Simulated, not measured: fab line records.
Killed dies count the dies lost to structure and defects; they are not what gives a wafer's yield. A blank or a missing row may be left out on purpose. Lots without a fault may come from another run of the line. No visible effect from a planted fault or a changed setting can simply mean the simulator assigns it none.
Chamber matching || flow n5-finfet || ald-metal-01 running N5_BEOL_M7_ALD_77: 4 sister chambers
The step deposits TaN, target thk 2 nm, pulse time 2 s, purge time 3 s. 8 wafers are shown with their chamber, then 9 later ones without.

== WAFERS PAIRED WITH THEIR CHAMBERS ==
{"wafer": "L079.3", "chamber": 3, "heater-power-w (W)": 486}
{"wafer": "L079.5", "chamber": 2, "heater-power-w (W)": 457}
{"wafer": "L080.2", "chamber": 1, "heater-power-w (W)": 371}
{"wafer": "L080.3", "chamber": 2, "heater-power-w (W)": 443}
{"wafer": "L080.6", "chamber": 3, "heater-power-w (W)": 474}
{"wafer": "L083.2", "chamber": 1, "heater-power-w (W)": 363}
{"wafer": "L083.3", "chamber": 0, "heater-power-w (W)": 501}
{"wafer": "L083.6", "chamber": 0, "heater-power-w (W)": 500}

== WAFERS WITHOUT THEIR CHAMBER ==
{"wafer": "L088.1", "heater-power-w (W)": 371}
{"wafer": "L088.2", "heater-power-w (W)": 458}
{"wafer": "L088.3", "heater-power-w (W)": 475}
{"wafer": "L088.4", "heater-power-w (W)": 507}
{"wafer": "L088.5", "heater-power-w (W)": 360}
{"wafer": "L088.6", "heater-power-w (W)": 449}
{"wafer": "L092.1", "heater-power-w (W)": 485}
{"wafer": "L092.2", "heater-power-w (W)": 493}
{"wafer": "L092.4", "heater-power-w (W)": 368}

== CHAMBER TAKEN BY EACH ==
{"wafer": "L088.1", "from the rows above": 1, "in truth": 1}
{"wafer": "L088.2", "from the rows above": "can't be placed: 2 or 3", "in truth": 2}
{"wafer": "L088.3", "from the rows above": 3, "in truth": 3}
{"wafer": "L088.4", "from the rows above": 0, "in truth": 0}
{"wafer": "L088.5", "from the rows above": 1, "in truth": 1}
{"wafer": "L088.6", "from the rows above": 2, "in truth": 2}
{"wafer": "L092.1", "from the rows above": "can't be placed: 3 or 0", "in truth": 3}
{"wafer": "L092.2", "from the rows above": "can't be placed: 0 or 3", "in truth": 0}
{"wafer": "L092.4", "from the rows above": 1, "in truth": 1}
6 of 9 placed correctly. Unplaceable from these rows: 3, with the true chamber sitting among the candidates in 3. Wrongly placed: 0.
How it was worked out, from the rows above alone: a wafer's distance from a chamber is the root of the sum, over the readings, of the square of ((its reading less the chamber's mean) divided by the reading's scatter). If the next closest chamber is less than 2 further off than the closest, the wafer can't be placed; otherwise it belongs to the closest. For every chamber, the mean is computed from those of its wafers that are shown. The scatter is the square root of a quotient: the sum, over the shown wafers, of each reading's squared deviation from its chamber's mean, divided by wafers minus chambers.
